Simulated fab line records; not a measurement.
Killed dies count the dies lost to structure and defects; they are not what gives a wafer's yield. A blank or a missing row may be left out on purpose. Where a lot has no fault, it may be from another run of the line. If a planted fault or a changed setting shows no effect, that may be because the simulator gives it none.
fab line records / flow n5_finfet
record: lots: 7 wafers: 39
route steps=1938 shown FIN_SAQP@96 DUMMY_GATE@243 SD_EPI_N@293 DUMMY_REMOVAL@382 MOL_CONTACT_COAG@615 BEOL_M4@1111
start_h: hours from the record's opening day to when the first of the lot's shown wafers began / wait_h: how many hours have passed since the lot's step before this one / " identical to the entry in the row above / L1.1+2: a single row standing in for several wafers / - either no value or no given start / * or withheld: withheld / < > ~ a bound
route shown NAME@n: NAME is a module with steps in the file, n the number in the route of the first one / usual: the fault-free wafers' mean and standard deviation / same: alike in all rows / chamber/n: place in a boat / sites: readings site by site / _std_site: the standard deviation of these / _edge_site: inner sites' mean taken away from outer sites' mean / radius_mm: how far each site lies from the wafer's centre / mask NAME#n: copy n / behind: the tool/chamber that last shaped the wafer / hold: cause of the lot's hold/its duration in hours/its outcome / device: names the non-switching transistor (n, p or np) / end of line: tests of these same wafers at the route's end / a step given without rows: its recipe and nothing more / killed: dies that structure and defects cost at the first sort, which is not the same as the wafer's yield / map: per-die view of a wafer (x killed, . not killed, _ where there is no die)
set.NAME: the setting the step ran with; set.NAME@STEP: the setting that earlier step ran with / model.NAME: the simulator's own value behind a step, which no gauge read
lots where settings were altered on purpose, with a table for each step and a row for each wafer
== steps ==
step: N5_FIN_SAQP_HM_DEP_03
recipe: material: SiNx target_thk_a: 380 temp_c: 400 precursor: SiH4/NH3/N2 pressure_torr: 1.5 rf_w: 300 time_s: 33.6
step: N5_FIN_SAQP_EXPOSE_13
recipe: mask_id: FIN_CORE na: 1.35 source_shape: dipole sigma_inner: 0.538 sigma_outer: 0.738 polarization: te target_cd_nm: 35.6 dose_mj: 63.25
step: N5_FIN_SAQP_MANDREL_ETCH_22
recipe: target_depth_a: 600 chemistry: HBr/Cl2 target: a-Si stop_on: SiNx bt_time_s: 10 over_etch_frac: 0.5 time_s: 30 pressure_mtorr: 10 icp_w: 800 bias_w: 75 HBr_flow_sccm: 150 Cl2_flow_sccm: 80 ends: end_point
step: N5_DUMMY_GATE_ETCH_31
recipe: chemistry: C4F6/O2 target: SiO2 mask_material: SOC target_depth_a: 825 time_s: 27.5 ion_energy_ev: 250 pressure_mtorr: 30 source_w: 345 bias_w: 185 Ar_flow_sccm: 300 C4F6_flow_sccm: 10 O2_flow_sccm: 10
step: N5_SD_EPI_N_LINER_46
recipe: material: SiNx target_thk_a: 30 temp_c: 400 ald_precursor_family: SiH2I2 ald_co_reactant: N2/H2-plasma pressure_torr: 2
step: N5_DUMMY_REMOVAL_PRECLEAN_08
recipe: chemistry: NF3:NH3 afs_cycles: 2 temp_c: 30 time_s: 20 sublimation_temp_c: 180 sublimation_time_s: 60 pressure_torr: 3 rf_power_w: 30
step: N5_MOL_CONTACT_COAG_VIA_ETCH_117
recipe: chemistry: C4F6/O2 target_depth_a: 400 overetch_a: 80 mask_material: SOC target: SiO2 bias_w: 455 pressure_mtorr: 10 time_s: 26 source_w: 325 Ar_flow_sccm: 300 C4F6_flow_sccm: 10 O2_flow_sccm: 10 ion_energy_ev: 575.3 ends: end_point
step: N5_BEOL_M4_RC_MEAS_101
usual: REXT_P: 100.9/2.3
lot.wafer=L077.1 tool=prober-01 chamber=0 start_h=187.13 wait_h=0.0 set.time_s@FIN_SAQP_HM_DEP_03=33.6 set.dose_mj@FIN_SAQP_EXPOSE_13=63.25 set.over_etch_frac@FIN_SAQP_MANDREL_ETCH_22=0.5 set.target_depth_a@DUMMY_GATE_ETCH_31=825 set.target_thk_a@SD_EPI_N_LINER_46=30 set.afs_target_nm@DUMMY_REMOVAL_PRECLEAN_08=1.5 set.target_depth_a@MOL_CONTACT_COAG_VIA_ETCH_117=400 REXT_P[ohm.um]=98.3
lot.wafer=L077.2 tool=prober-01 chamber=0 start_h=187.13 wait_h=0.0 set.time_s@FIN_SAQP_HM_DEP_03=33.6 set.dose_mj@FIN_SAQP_EXPOSE_13=66.61 set.over_etch_frac@FIN_SAQP_MANDREL_ETCH_22=0.5 set.target_depth_a@DUMMY_GATE_ETCH_31=857.2 set.target_thk_a@SD_EPI_N_LINER_46=26.42 set.afs_target_nm@DUMMY_REMOVAL_PRECLEAN_08=1.5 set.target_depth_a@MOL_CONTACT_COAG_VIA_ETCH_117=400 REXT_P[ohm.um]=95.1
lot.wafer=L077.3 tool=prober-01 chamber=0 start_h=187.13 wait_h=0.0 set.time_s@FIN_SAQP_HM_DEP_03=31.07 set.dose_mj@FIN_SAQP_EXPOSE_13=63.25 set.over_etch_frac@FIN_SAQP_MANDREL_ETCH_22=0.5377 set.target_depth_a@DUMMY_GATE_ETCH_31=857.2 set.target_thk_a@SD_EPI_N_LINER_46=30 set.afs_target_nm@DUMMY_REMOVAL_PRECLEAN_08=1.311 set.target_depth_a@MOL_CONTACT_COAG_VIA_ETCH_117=400 REXT_P[ohm.um]=100.9
lot.wafer=L077.4 tool=prober-01 chamber=0 start_h=187.13 wait_h=0.0 set.time_s@FIN_SAQP_HM_DEP_03=31.07 set.dose_mj@FIN_SAQP_EXPOSE_13=66.61 set.over_etch_frac@FIN_SAQP_MANDREL_ETCH_22=0.5377 set.target_depth_a@DUMMY_GATE_ETCH_31=857.2 set.target_thk_a@SD_EPI_N_LINER_46=26.42 set.afs_target_nm@DUMMY_REMOVAL_PRECLEAN_08=1.5 set.target_depth_a@MOL_CONTACT_COAG_VIA_ETCH_117=400 REXT_P[ohm.um]=97.1
lot.wafer=L077.5 tool=prober-01 chamber=0 start_h=187.13 wait_h=0.0 set.time_s@FIN_SAQP_HM_DEP_03=33.6 set.dose_mj@FIN_SAQP_EXPOSE_13=63.25 set.over_etch_frac@FIN_SAQP_MANDREL_ETCH_22=0.5377 set.target_depth_a@DUMMY_GATE_ETCH_31=825 set.target_thk_a@SD_EPI_N_LINER_46=26.42 set.afs_target_nm@DUMMY_REMOVAL_PRECLEAN_08=1.311 set.target_depth_a@MOL_CONTACT_COAG_VIA_ETCH_117=400 REXT_P[ohm.um]=95.5
lot.wafer=L077.6 tool=prober-01 chamber=0 start_h=187.13 wait_h=0.0 set.time_s@FIN_SAQP_HM_DEP_03=31.07 set.dose_mj@FIN_SAQP_EXPOSE_13=66.61 set.over_etch_frac@FIN_SAQP_MANDREL_ETCH_22=0.5 set.target_depth_a@DUMMY_GATE_ETCH_31=825 set.target_thk_a@SD_EPI_N_LINER_46=30 set.afs_target_nm@DUMMY_REMOVAL_PRECLEAN_08=1.311 set.target_depth_a@MOL_CONTACT_COAG_VIA_ETCH_117=400 REXT_P[ohm.um]=100.0
lot.wafer=L078.1 tool=prober-01 chamber=0 start_h=188.06 wait_h=0.4 set.time_s@FIN_SAQP_HM_DEP_03=35.79 set.dose_mj@FIN_SAQP_EXPOSE_13=63.25 set.over_etch_frac@FIN_SAQP_MANDREL_ETCH_22=0.5 set.target_depth_a@DUMMY_GATE_ETCH_31=825 set.target_thk_a@SD_EPI_N_LINER_46=30 set.afs_target_nm@DUMMY_REMOVAL_PRECLEAN_08=1.57 set.target_depth_a@MOL_CONTACT_COAG_VIA_ETCH_117=357.9 REXT_P[ohm.um]=100.7
lot.wafer=L078.2 tool=prober-01 chamber=0 start_h=188.06 wait_h=0.4 set.time_s@FIN_SAQP_HM_DEP_03=35.79 set.dose_mj@FIN_SAQP_EXPOSE_13=63.25 set.over_etch_frac@FIN_SAQP_MANDREL_ETCH_22=0.5127 set.target_depth_a@DUMMY_GATE_ETCH_31=765.2 set.target_thk_a@SD_EPI_N_LINER_46=30 set.afs_target_nm@DUMMY_REMOVAL_PRECLEAN_08=1.57 set.target_depth_a@MOL_CONTACT_COAG_VIA_ETCH_117=400 REXT_P[ohm.um]=100.9
lot.wafer=L078.3 tool=prober-01 chamber=0 start_h=188.06 wait_h=0.4 set.time_s@FIN_SAQP_HM_DEP_03=33.6 set.dose_mj@FIN_SAQP_EXPOSE_13=59.78 set.over_etch_frac@FIN_SAQP_MANDREL_ETCH_22=0.5127 set.target_depth_a@DUMMY_GATE_ETCH_31=765.2 set.target_thk_a@SD_EPI_N_LINER_46=30 set.afs_target_nm@DUMMY_REMOVAL_PRECLEAN_08=1.5 set.target_depth_a@MOL_CONTACT_COAG_VIA_ETCH_117=400 REXT_P[ohm.um]=99.8
lot.wafer=L078.4 tool=prober-01 chamber=0 start_h=188.06 wait_h=0.4 set.time_s@FIN_SAQP_HM_DEP_03=33.6 set.dose_mj@FIN_SAQP_EXPOSE_13=59.78 set.over_etch_frac@FIN_SAQP_MANDREL_ETCH_22=0.5 set.target_depth_a@DUMMY_GATE_ETCH_31=825 set.target_thk_a@SD_EPI_N_LINER_46=32.87 set.afs_target_nm@DUMMY_REMOVAL_PRECLEAN_08=1.57 set.target_depth_a@MOL_CONTACT_COAG_VIA_ETCH_117=400 REXT_P[ohm.um]=104.1
lot.wafer=L078.5 tool=prober-01 chamber=0 start_h=188.06 wait_h=0.4 set.time_s@FIN_SAQP_HM_DEP_03=33.6 set.dose_mj@FIN_SAQP_EXPOSE_13=63.25 set.over_etch_frac@FIN_SAQP_MANDREL_ETCH_22=0.5 set.target_depth_a@DUMMY_GATE_ETCH_31=765.2 set.target_thk_a@SD_EPI_N_LINER_46=32.87 set.afs_target_nm@DUMMY_REMOVAL_PRECLEAN_08=1.5 set.target_depth_a@MOL_CONTACT_COAG_VIA_ETCH_117=357.9 REXT_P[ohm.um]=104.2
lot.wafer=L078.6 tool=prober-01 chamber=0 start_h=188.06 wait_h=0.4 set.time_s@FIN_SAQP_HM_DEP_03=35.79 set.dose_mj@FIN_SAQP_EXPOSE_13=59.78 set.over_etch_frac@FIN_SAQP_MANDREL_ETCH_22=0.5127 set.target_depth_a@DUMMY_GATE_ETCH_31=825 set.target_thk_a@SD_EPI_N_LINER_46=32.87 set.afs_target_nm@DUMMY_REMOVAL_PRECLEAN_08=1.5 set.target_depth_a@MOL_CONTACT_COAG_VIA_ETCH_117=357.9 REXT_P[ohm.um]=105.6
lot.wafer=L083.1 tool=prober-02 chamber=0 start_h=220.43 wait_h=0.0 set.time_s@FIN_SAQP_HM_DEP_03=30.56 set.dose_mj@FIN_SAQP_EXPOSE_13=63.25 set.over_etch_frac@FIN_SAQP_MANDREL_ETCH_22=0.5 set.target_depth_a@DUMMY_GATE_ETCH_31=825 set.target_thk_a@SD_EPI_N_LINER_46=33.25 set.afs_target_nm@DUMMY_REMOVAL_PRECLEAN_08=1.5 set.target_depth_a@MOL_CONTACT_COAG_VIA_ETCH_117=400 REXT_P[ohm.um]=106.2
lot.wafer=L083.2 tool=prober-02 chamber=0 start_h=220.43 wait_h=0.0 set.time_s@FIN_SAQP_HM_DEP_03=33.6 set.dose_mj@FIN_SAQP_EXPOSE_13=60.51 set.over_etch_frac@FIN_SAQP_MANDREL_ETCH_22=0.5 set.target_depth_a@DUMMY_GATE_ETCH_31=825 set.target_thk_a@SD_EPI_N_LINER_46=30 set.afs_target_nm@DUMMY_REMOVAL_PRECLEAN_08=1.372 set.target_depth_a@MOL_CONTACT_COAG_VIA_ETCH_117=400 REXT_P[ohm.um]=102.4
lot.wafer=L083.3 tool=prober-02 chamber=0 start_h=220.43 wait_h=0.0 set.time_s@FIN_SAQP_HM_DEP_03=30.56 set.dose_mj@FIN_SAQP_EXPOSE_13=60.51 set.over_etch_frac@FIN_SAQP_MANDREL_ETCH_22=0.5 set.target_depth_a@DUMMY_GATE_ETCH_31=825 set.target_thk_a@SD_EPI_N_LINER_46=30 set.afs_target_nm@DUMMY_REMOVAL_PRECLEAN_08=1.5 set.target_depth_a@MOL_CONTACT_COAG_VIA_ETCH_117=400 REXT_P[ohm.um]=99.6
lot.wafer=L083.4 tool=prober-02 chamber=0 start_h=220.43 wait_h=0.0 set.time_s@FIN_SAQP_HM_DEP_03=33.6 set.dose_mj@FIN_SAQP_EXPOSE_13=63.25 set.over_etch_frac@FIN_SAQP_MANDREL_ETCH_22=0.5 set.target_depth_a@DUMMY_GATE_ETCH_31=825 set.target_thk_a@SD_EPI_N_LINER_46=33.25 set.afs_target_nm@DUMMY_REMOVAL_PRECLEAN_08=1.5 set.target_depth_a@MOL_CONTACT_COAG_VIA_ETCH_117=400 REXT_P[ohm.um]=103.8
lot.wafer=L083.5 tool=prober-02 chamber=0 start_h=220.43 wait_h=0.0 set.time_s@FIN_SAQP_HM_DEP_03=30.56 set.dose_mj@FIN_SAQP_EXPOSE_13=60.51 set.over_etch_frac@FIN_SAQP_MANDREL_ETCH_22=0.5 set.target_depth_a@DUMMY_GATE_ETCH_31=825 set.target_thk_a@SD_EPI_N_LINER_46=33.25 set.afs_target_nm@DUMMY_REMOVAL_PRECLEAN_08=1.372 set.target_depth_a@MOL_CONTACT_COAG_VIA_ETCH_117=400 REXT_P[ohm.um]=105.9
lot.wafer=L083.6 tool=prober-02 chamber=0 start_h=220.43 wait_h=0.0 set.time_s@FIN_SAQP_HM_DEP_03=33.6 set.dose_mj@FIN_SAQP_EXPOSE_13=63.25 set.over_etch_frac@FIN_SAQP_MANDREL_ETCH_22=0.5 set.target_depth_a@DUMMY_GATE_ETCH_31=825 set.target_thk_a@SD_EPI_N_LINER_46=30 set.afs_target_nm@DUMMY_REMOVAL_PRECLEAN_08=1.372 set.target_depth_a@MOL_CONTACT_COAG_VIA_ETCH_117=400 REXT_P[ohm.um]=99.7
lot.wafer=L084.1 tool=prober-01 chamber=0 start_h=222.40 wait_h=0.0 set.time_s@FIN_SAQP_HM_DEP_03=33.6 set.dose_mj@FIN_SAQP_EXPOSE_13=63.25 set.over_etch_frac@FIN_SAQP_MANDREL_ETCH_22=0.5 set.target_depth_a@DUMMY_GATE_ETCH_31=825 set.target_thk_a@SD_EPI_N_LINER_46=30 set.afs_target_nm@DUMMY_REMOVAL_PRECLEAN_08=1.5 set.target_depth_a@MOL_CONTACT_COAG_VIA_ETCH_117=400 REXT_P[ohm.um]=101.4
lot.wafer=L084.2 tool=prober-01 chamber=0 start_h=222.40 wait_h=0.0 set.time_s@FIN_SAQP_HM_DEP_03=33.6 set.dose_mj@FIN_SAQP_EXPOSE_13=63.25 set.over_etch_frac@FIN_SAQP_MANDREL_ETCH_22=0.4787 set.target_depth_a@DUMMY_GATE_ETCH_31=825 set.target_thk_a@SD_EPI_N_LINER_46=30 set.afs_target_nm@DUMMY_REMOVAL_PRECLEAN_08=1.5 set.target_depth_a@MOL_CONTACT_COAG_VIA_ETCH_117=400 REXT_P[ohm.um]=100.3
lot.wafer=L084.3 tool=prober-01 chamber=0 start_h=222.40 wait_h=0.0 set.time_s@FIN_SAQP_HM_DEP_03=33.6 set.dose_mj@FIN_SAQP_EXPOSE_13=61.96 set.over_etch_frac@FIN_SAQP_MANDREL_ETCH_22=0.5 set.target_depth_a@DUMMY_GATE_ETCH_31=825 set.target_thk_a@SD_EPI_N_LINER_46=25.45 set.afs_target_nm@DUMMY_REMOVAL_PRECLEAN_08=1.5 set.target_depth_a@MOL_CONTACT_COAG_VIA_ETCH_117=431.3 REXT_P[ohm.um]=95.3
lot.wafer=L084.4 tool=prober-01 chamber=0 start_h=222.40 wait_h=0.0 set.time_s@FIN_SAQP_HM_DEP_03=33.6 set.dose_mj@FIN_SAQP_EXPOSE_13=61.96 set.over_etch_frac@FIN_SAQP_MANDREL_ETCH_22=0.4787 set.target_depth_a@DUMMY_GATE_ETCH_31=825 set.target_thk_a@SD_EPI_N_LINER_46=25.45 set.afs_target_nm@DUMMY_REMOVAL_PRECLEAN_08=1.5 set.target_depth_a@MOL_CONTACT_COAG_VIA_ETCH_117=400 REXT_P[ohm.um]=95.6
lot.wafer=L084.5 tool=prober-01 chamber=0 start_h=222.40 wait_h=0.0 set.time_s@FIN_SAQP_HM_DEP_03=33.6 set.dose_mj@FIN_SAQP_EXPOSE_13=61.96 set.over_etch_frac@FIN_SAQP_MANDREL_ETCH_22=0.4787 set.target_depth_a@DUMMY_GATE_ETCH_31=825 set.target_thk_a@SD_EPI_N_LINER_46=30 set.afs_target_nm@DUMMY_REMOVAL_PRECLEAN_08=1.5 set.target_depth_a@MOL_CONTACT_COAG_VIA_ETCH_117=431.3 REXT_P[ohm.um]=101.2
lot.wafer=L084.6 tool=prober-01 chamber=0 start_h=222.40 wait_h=0.0 set.time_s@FIN_SAQP_HM_DEP_03=33.6 set.dose_mj@FIN_SAQP_EXPOSE_13=63.25 set.over_etch_frac@FIN_SAQP_MANDREL_ETCH_22=0.5 set.target_depth_a@DUMMY_GATE_ETCH_31=825 set.target_thk_a@SD_EPI_N_LINER_46=25.45 set.afs_target_nm@DUMMY_REMOVAL_PRECLEAN_08=1.5 set.target_depth_a@MOL_CONTACT_COAG_VIA_ETCH_117=431.3 REXT_P[ohm.um]=96.6
lot.wafer=L091.1 tool=prober-01 chamber=0 start_h=271.13 wait_h=0.0 set.time_s@FIN_SAQP_HM_DEP_03=35.27 set.dose_mj@FIN_SAQP_EXPOSE_13=63.25 set.over_etch_frac@FIN_SAQP_MANDREL_ETCH_22=0.5 set.target_depth_a@DUMMY_GATE_ETCH_31=858.1 set.target_thk_a@SD_EPI_N_LINER_46=30 set.afs_target_nm@DUMMY_REMOVAL_PRECLEAN_08=1.377 set.target_depth_a@MOL_CONTACT_COAG_VIA_ETCH_117=400 REXT_P[ohm.um]=100.1
lot.wafer=L091.2 tool=prober-01 chamber=0 start_h=271.13 wait_h=0.0 set.time_s@FIN_SAQP_HM_DEP_03=33.6 set.dose_mj@FIN_SAQP_EXPOSE_13=59.24 set.over_etch_frac@FIN_SAQP_MANDREL_ETCH_22=0.5 set.target_depth_a@DUMMY_GATE_ETCH_31=858.1 set.target_thk_a@SD_EPI_N_LINER_46=25.43 set.afs_target_nm@DUMMY_REMOVAL_PRECLEAN_08=1.5 set.target_depth_a@MOL_CONTACT_COAG_VIA_ETCH_117=364.6 REXT_P[ohm.um]=93.4
lot.wafer=L091.3 tool=prober-01 chamber=0 start_h=271.13 wait_h=0.0 set.time_s@FIN_SAQP_HM_DEP_03=33.6 set.dose_mj@FIN_SAQP_EXPOSE_13=63.25 set.over_etch_frac@FIN_SAQP_MANDREL_ETCH_22=0.4695 set.target_depth_a@DUMMY_GATE_ETCH_31=858.1 set.target_thk_a@SD_EPI_N_LINER_46=25.43 set.afs_target_nm@DUMMY_REMOVAL_PRECLEAN_08=1.377 set.target_depth_a@MOL_CONTACT_COAG_VIA_ETCH_117=400 REXT_P[ohm.um]=93.7
lot.wafer=L091.4 tool=prober-01 chamber=0 start_h=271.13 wait_h=0.0 set.time_s@FIN_SAQP_HM_DEP_03=35.27 set.dose_mj@FIN_SAQP_EXPOSE_13=59.24 set.over_etch_frac@FIN_SAQP_MANDREL_ETCH_22=0.4695 set.target_depth_a@DUMMY_GATE_ETCH_31=825 set.target_thk_a@SD_EPI_N_LINER_46=30 set.afs_target_nm@DUMMY_REMOVAL_PRECLEAN_08=1.377 set.target_depth_a@MOL_CONTACT_COAG_VIA_ETCH_117=364.6 REXT_P[ohm.um]=98.1
lot.wafer=L091.5 tool=prober-01 chamber=0 start_h=271.13 wait_h=0.0 set.time_s@FIN_SAQP_HM_DEP_03=35.27 set.dose_mj@FIN_SAQP_EXPOSE_13=59.24 set.over_etch_frac@FIN_SAQP_MANDREL_ETCH_22=0.4695 set.target_depth_a@DUMMY_GATE_ETCH_31=825 set.target_thk_a@SD_EPI_N_LINER_46=25.43 set.afs_target_nm@DUMMY_REMOVAL_PRECLEAN_08=1.5 set.target_depth_a@MOL_CONTACT_COAG_VIA_ETCH_117=400 REXT_P[ohm.um]=93.8
lot.wafer=L091.6 tool=prober-01 chamber=0 start_h=271.13 wait_h=0.0 set.time_s@FIN_SAQP_HM_DEP_03=33.6 set.dose_mj@FIN_SAQP_EXPOSE_13=63.25 set.over_etch_frac@FIN_SAQP_MANDREL_ETCH_22=0.5 set.target_depth_a@DUMMY_GATE_ETCH_31=825 set.target_thk_a@SD_EPI_N_LINER_46=30 set.afs_target_nm@DUMMY_REMOVAL_PRECLEAN_08=1.5 set.target_depth_a@MOL_CONTACT_COAG_VIA_ETCH_117=364.6 REXT_P[ohm.um]=99.7
lot.wafer=L093.1 tool=prober-02 chamber=0 start_h=287.36 wait_h=0.0 set.time_s@FIN_SAQP_HM_DEP_03=30.31 set.dose_mj@FIN_SAQP_EXPOSE_13=67.31 set.over_etch_frac@FIN_SAQP_MANDREL_ETCH_22=0.5358 set.target_depth_a@DUMMY_GATE_ETCH_31=825 set.target_thk_a@SD_EPI_N_LINER_46=30 set.afs_target_nm@DUMMY_REMOVAL_PRECLEAN_08=1.5 set.target_depth_a@MOL_CONTACT_COAG_VIA_ETCH_117=420.9 REXT_P[ohm.um]=102.4
lot.wafer=L093.2 tool=prober-02 chamber=0 start_h=287.36 wait_h=0.0 set.time_s@FIN_SAQP_HM_DEP_03=30.31 set.dose_mj@FIN_SAQP_EXPOSE_13=63.25 set.over_etch_frac@FIN_SAQP_MANDREL_ETCH_22=0.5 set.target_depth_a@DUMMY_GATE_ETCH_31=924.7 set.target_thk_a@SD_EPI_N_LINER_46=30 set.afs_target_nm@DUMMY_REMOVAL_PRECLEAN_08=1.5 set.target_depth_a@MOL_CONTACT_COAG_VIA_ETCH_117=400 REXT_P[ohm.um]=102.2
lot.wafer=L093.3 tool=prober-02 chamber=0 start_h=287.36 wait_h=0.0 set.time_s@FIN_SAQP_HM_DEP_03=33.6 set.dose_mj@FIN_SAQP_EXPOSE_13=67.31 set.over_etch_frac@FIN_SAQP_MANDREL_ETCH_22=0.5358 set.target_depth_a@DUMMY_GATE_ETCH_31=924.7 set.target_thk_a@SD_EPI_N_LINER_46=30 set.afs_target_nm@DUMMY_REMOVAL_PRECLEAN_08=1.5 set.target_depth_a@MOL_CONTACT_COAG_VIA_ETCH_117=400 REXT_P[ohm.um]=103.8
lot.wafer=L093.4 tool=prober-02 chamber=0 start_h=287.36 wait_h=0.0 set.time_s@FIN_SAQP_HM_DEP_03=30.31 set.dose_mj@FIN_SAQP_EXPOSE_13=63.25 set.over_etch_frac@FIN_SAQP_MANDREL_ETCH_22=0.5358 set.target_depth_a@DUMMY_GATE_ETCH_31=924.7 set.target_thk_a@SD_EPI_N_LINER_46=30 set.afs_target_nm@DUMMY_REMOVAL_PRECLEAN_08=1.3 set.target_depth_a@MOL_CONTACT_COAG_VIA_ETCH_117=420.9 REXT_P[ohm.um]=105.0
lot.wafer=L093.5 tool=prober-02 chamber=0 start_h=287.36 wait_h=0.0 set.time_s@FIN_SAQP_HM_DEP_03=33.6 set.dose_mj@FIN_SAQP_EXPOSE_13=67.31 set.over_etch_frac@FIN_SAQP_MANDREL_ETCH_22=0.5 set.target_depth_a@DUMMY_GATE_ETCH_31=825 set.target_thk_a@SD_EPI_N_LINER_46=30 set.afs_target_nm@DUMMY_REMOVAL_PRECLEAN_08=1.3 set.target_depth_a@MOL_CONTACT_COAG_VIA_ETCH_117=420.9 REXT_P[ohm.um]=102.2
lot.wafer=L093.6 tool=prober-02 chamber=0 start_h=287.36 wait_h=0.0 set.time_s@FIN_SAQP_HM_DEP_03=33.6 set.dose_mj@FIN_SAQP_EXPOSE_13=63.25 set.over_etch_frac@FIN_SAQP_MANDREL_ETCH_22=0.5 set.target_depth_a@DUMMY_GATE_ETCH_31=825 set.target_thk_a@SD_EPI_N_LINER_46=30 set.afs_target_nm@DUMMY_REMOVAL_PRECLEAN_08=1.3 set.target_depth_a@MOL_CONTACT_COAG_VIA_ETCH_117=400 REXT_P[ohm.um]=102.5
lot.wafer=L095.1 tool=prober-01 chamber=0 start_h=291.62 wait_h=0.0 set.time_s@FIN_SAQP_HM_DEP_03=33.6 set.dose_mj@FIN_SAQP_EXPOSE_13=63.25 set.over_etch_frac@FIN_SAQP_MANDREL_ETCH_22=0.5 set.target_depth_a@DUMMY_GATE_ETCH_31=825 set.target_thk_a@SD_EPI_N_LINER_46=30 set.afs_target_nm@DUMMY_REMOVAL_PRECLEAN_08=1.5 set.target_depth_a@MOL_CONTACT_COAG_VIA_ETCH_117=400 REXT_P[ohm.um]=100.7
lot.wafer=L095.3 tool=prober-01 chamber=0 start_h=291.62 wait_h=0.0 set.time_s@FIN_SAQP_HM_DEP_03=33.6 set.dose_mj@FIN_SAQP_EXPOSE_13=63.25 set.over_etch_frac@FIN_SAQP_MANDREL_ETCH_22=0.5 set.target_depth_a@DUMMY_GATE_ETCH_31=825 set.target_thk_a@SD_EPI_N_LINER_46=30 set.afs_target_nm@DUMMY_REMOVAL_PRECLEAN_08=1.5 set.target_depth_a@MOL_CONTACT_COAG_VIA_ETCH_117=400 REXT_P[ohm.um]=100.0
lot.wafer=L095.4 tool=prober-01 chamber=0 start_h=291.62 wait_h=0.0 set.time_s@FIN_SAQP_HM_DEP_03=33.6 set.dose_mj@FIN_SAQP_EXPOSE_13=63.25 set.over_etch_frac@FIN_SAQP_MANDREL_ETCH_22=0.5 set.target_depth_a@DUMMY_GATE_ETCH_31=825 set.target_thk_a@SD_EPI_N_LINER_46=30 set.afs_target_nm@DUMMY_REMOVAL_PRECLEAN_08=1.5 set.target_depth_a@MOL_CONTACT_COAG_VIA_ETCH_117=400 REXT_P[ohm.um]=101.4
== key ==
split: step: N5_FIN_SAQP_HM_DEP_03 setting: time_s stated_as: 33.6
response none clear
split: step: N5_FIN_SAQP_EXPOSE_13 setting: dose_mj stated_as: 63.25
response none clear
split: step: N5_FIN_SAQP_MANDREL_ETCH_22 setting: over_etch_frac stated_as: 0.5
response none clear
split: step: N5_DUMMY_GATE_ETCH_31 setting: target_depth_a stated_as: 825
response none clear
split: step: N5_SD_EPI_N_LINER_46 setting: target_thk_a stated_as: 30
response: step: N5_BEOL_M4_RC_MEAS_101 reading: REXT_P slope: +0.37 per: 1% together_with: all explained: 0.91
split: step: N5_DUMMY_REMOVAL_PRECLEAN_08 setting: afs_target_nm stated_as: 1.5
response none clear
split: step: N5_MOL_CONTACT_COAG_VIA_ETCH_117 setting: target_depth_a stated_as: 400
response none clear
